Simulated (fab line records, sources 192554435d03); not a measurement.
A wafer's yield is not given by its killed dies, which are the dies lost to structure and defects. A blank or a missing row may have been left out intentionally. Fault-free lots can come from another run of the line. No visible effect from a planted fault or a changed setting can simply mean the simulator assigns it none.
Shared-tool check + flow n5Finfet + 9 lots and 26 wafers in the sample

REASON IT WAS OPENED
At N5_BEOL_M3_CD_MEAS_11 the reading cdNm is flagged on 2 of 9 lots. Fault-free wafers read 16.96 nm, with a standard deviation of 0.24.
Rule: a lot gets a flag if all its wafers with a number sit over 4 standard deviations from that mean, or if no wafer of it has a number. The rest of the lots are taken to be sound.

| lot  | measured     | on       | cdNm (nm), wafer by wafer | flag    |
|------|--------------|----------|---------------------------|---------|
| L812 | day 7 08:28  | cdSem-03 | 17.22 16.91 16.70         |         |
| L813 | day 7 12:16  | cdSem-01 | 16.74 16.77 16.98         |         |
| L815 | day 8 05:16  | cdSem-01 | 16.84 17.30 16.82         |         |
| L816 | day 8 08:07  | cdSem-01 | 13.47 12.99 13.22         | FLAGGED |
| L817 | day 8 11:13  | cdSem-03 | 14.03 14.29 14.63         | FLAGGED |
| L826 | day 10 22:59 | cdSem-01 | 17.13 17.13 17.09         |         |
| L831 | day 11 19:09 | cdSem-01 | 17.25 17.04 16.68         |         |
| L832 | day 12 06:17 | cdSem-03 | 17.15 16.57               |         |
| L833 | day 12 10:02 | cdSem-03 | 16.89 16.92 17.09         |         |
Average over the flagged lots: 13.77 nm; offset from the usual -3.19 nm, equal to -13 standard deviations.

WHICH TOOL RAN EACH LOT
Before the reading, the record contains 2 process steps out of a 1938-step route. Read each cell as the tool, then ch plus the chambers that the sampled wafers visited, then the start.
| lot  | flag    | N5_BEOL_M2_SPUTTER_94       | N5_BEOL_M3_EXPOSE_08             |
|------|---------|-----------------------------|----------------------------------|
| L812 |         | pvdSputter-02, day 7 06:34  | euvScanner-02 ch 0, day 7 08:21  |
| L813 |         | pvdSputter-02, day 7 09:54  | euvScanner-01 ch 0, day 7 12:09  |
| L815 |         | pvdSputter-01, day 8 02:40  | euvScanner-01 ch 0, day 8 05:08  |
| L816 | FLAGGED | pvdSputter-03, day 8 05:36  | euvScanner-01 ch 0, day 8 08:00  |
| L817 | FLAGGED | pvdSputter-03, day 8 08:47  | euvScanner-01 ch 0, day 8 11:05  |
| L826 |         | pvdSputter-01, day 10 20:04 | euvScanner-02 ch 0, day 10 22:53 |
| L831 |         | pvdSputter-03, day 11 15:37 | euvScanner-02 ch 0, day 11 19:01 |
| L832 |         | pvdSputter-02, day 12 03:53 | euvScanner-02 ch 0, day 12 06:09 |
| L833 |         | pvdSputter-02, day 12 08:01 | euvScanner-02 ch 0, day 12 09:55 |
What these steps do:
- N5_BEOL_M2_SPUTTER_94: material Cu, target thk 4.5 nm, time 8.29 s.
- N5_BEOL_M3_EXPOSE_08: exposes mask M3.
- N5_BEOL_M3_CD_MEAS_11: target cd 17.05 nm.

FLAGGED OVER TOTAL, TOOL BY TOOL (the gauges that took the reading come last)
| step                  | tool          | lots run | flagged | share of the flagged lots | sound lots run after its first flagged lot |
|-----------------------|---------------|----------|---------|---------------------------|--------------------------------------------|
| N5_BEOL_M2_SPUTTER_94 | pvdSputter-01 | 2        | 0       | none                      | -                                          |
| N5_BEOL_M2_SPUTTER_94 | pvdSputter-02 | 4        | 0       | none                      | -                                          |
| N5_BEOL_M2_SPUTTER_94 | pvdSputter-03 | 3        | 2       | all                       | 1 (L831)                                   |
| N5_BEOL_M3_EXPOSE_08  | euvScanner-01 | 4        | 2       | all                       | 0                                          |
| N5_BEOL_M3_EXPOSE_08  | euvScanner-02 | 5        | 0       | none                      | -                                          |
| N5_BEOL_M3_CD_MEAS_11 | cdSem-01      | 5        | 1       | some                      | 2 (L826,L831)                              |
| N5_BEOL_M3_CD_MEAS_11 | cdSem-03      | 4        | 1       | some                      | 2 (L832,L833)                              |

WHAT THE TABLE PERMITS
Rows of the table that ran all the flagged lots, 2 in number: pvdSputter-03 at N5_BEOL_M2_SPUTTER_94; euvScanner-01 at N5_BEOL_M3_EXPOSE_08.
- pvdSputter-03 at N5_BEOL_M2_SPUTTER_94: 2 of its 3 lots flagged. Sound lots ran on it after the first flagged one (L831), which a lasting fault on the whole tool wouldn't allow.
- euvScanner-01 at N5_BEOL_M3_EXPOSE_08: 2 of its 4 lots flagged. Its last sound lot is L815 (day 8 05:08), its first flagged lot L816 (day 8 08:00): a fault that began between those two fits. Its own readings (exposureDoseMJCm2) fall more than 4 standard deviations out on all wafers of the flagged lots.
One tool is left: euvScanner-01 at N5_BEOL_M3_EXPOSE_08.

WHAT THE SIMULATOR PUT IN
Drift in process parameters on euvScanner-01 at N5_BEOL_M3_EXPOSE_08, starting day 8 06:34. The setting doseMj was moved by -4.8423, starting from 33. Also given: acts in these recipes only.
Shown lots that were struck: L816, L817. Same finding as the rule above.
